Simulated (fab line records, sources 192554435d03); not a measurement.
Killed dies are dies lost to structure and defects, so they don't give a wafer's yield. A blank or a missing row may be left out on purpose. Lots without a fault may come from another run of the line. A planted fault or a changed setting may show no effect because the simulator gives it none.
Chamber matching | flow n5_finfet | N5_STI_FIN_REVEAL_CMP_04 on cmp-02: 4 sister chambers
The step polishes, stops on Si3N4, t overpolish 4 s, target thk 131.83 nm. 18 wafers are shown with their chamber, then 9 later ones without.

WAFERS WITH THEIR CHAMBER
wafer  | chamber | motor_current_A (A) | time_to_endpoint_s (s) | platen_rpm (rpm)
L074.2 | 1       | 8.0                 | 101                    | 54.18
L074.5 | 1       | 7.9                 | 104                    | 54.15
L074.6 | 2       | 7.8                 | 100                    | 54.14
L078.1 | 1       | 7.9                 | 103                    | 54.19
L078.3 | 2       | 7.4                 | 104                    | 54.25
L078.5 | 2       | 7.9                 | 105                    | 54.26
L082.1 | 2       | 7.5                 | 100                    | 54.17
L082.3 | 1       | 7.8                 | 100                    | 54.21
L082.4 | 3       | 7.6                 | 102                    | 54.18
L084.1 | 0       | 7.9                 | 103                    | 54.17
L084.2 | 1       | 8.1                 | 102                    | 54.26
L084.4 | 3       | 7.3                 | 103                    | 54.11
L089.2 | 2       | 7.6                 | 100                    | 54.21
L089.4 | 1       | 8.1                 | 97                     | 54.14
L089.5 | 3       | 7.1                 | 101                    | 54.14
L090.1 | 3       | 7.3                 | 103                    | 54.23
L090.4 | 2       | 7.8                 | 106                    | 54.19
L090.5 | 0       | 7.9                 | 105                    | 54.20

SIGNATURES (means of the wafers above)
reading            | chamber 0 | chamber 1 | chamber 2 | chamber 3 | scatter within a chamber
motor_current_A    | 7.900     | 7.967     | 7.667     | 7.325     | 0.168
time_to_endpoint_s | 104.00    | 101.17    | 102.50    | 102.25    | 2.32
platen_rpm         | 54.1850   | 54.1883   | 54.2033   | 54.1650   | 0.0453
Rule: a wafer's distance from a chamber is the root of the sum, over the readings, of the square of ((its reading less the chamber's mean) divided by the reading's scatter). The wafer belongs to the nearest chamber; if the next one is less than 2 further off, it can't be placed. The scatter: the root of (the sum of the squares of (reading less its chamber's mean) over the shown wafers, divided by (wafers less chambers)).

WAFERS WITHOUT THEIR CHAMBER
wafer  | motor_current_A (A) | time_to_endpoint_s (s) | platen_rpm (rpm)
L093.1 | 7.7                 | 104                    | 54.17
L093.3 | 8.1                 | 107                    | 54.18
L093.5 | 7.5                 | 104                    | 54.22
L095.1 | 8.1                 | 102                    | 54.24
L095.2 | 7.1                 | 112                    | 54.13
L095.4 | 7.8                 | 107                    | 54.20
L096.1 | 8.0                 | 101                    | 54.19
L096.2 | 7.6                 | 102                    | 54.13
L096.3 | 8.0                 | 106                    | 54.16

WHICH CHAMBER EACH WENT THROUGH
wafer  | from the rows above               | in truth
L093.1 | can't be placed: 2 or 0 or 1 or 3 | 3
L093.3 | can't be placed: 0 or 1 or 2      | 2
L093.5 | can't be placed: 2 or 3 or 0 or 1 | 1
L095.1 | can't be placed: 1 or 0 or 2      | 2
L095.2 | can't be placed: 3 or 2 or 0      | 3
L095.4 | can't be placed: 0 or 2 or 1      | 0
L096.1 | can't be placed: 1 or 0 or 2      | 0
L096.2 | can't be placed: 2 or 3 or 0 or 1 | 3
L096.3 | can't be placed: 0 or 1 or 2      | 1
Placed correctly: 0 of 9. Can't be placed from these rows: 9 (the true chamber is among the candidates in 9). Placed wrongly: 0.
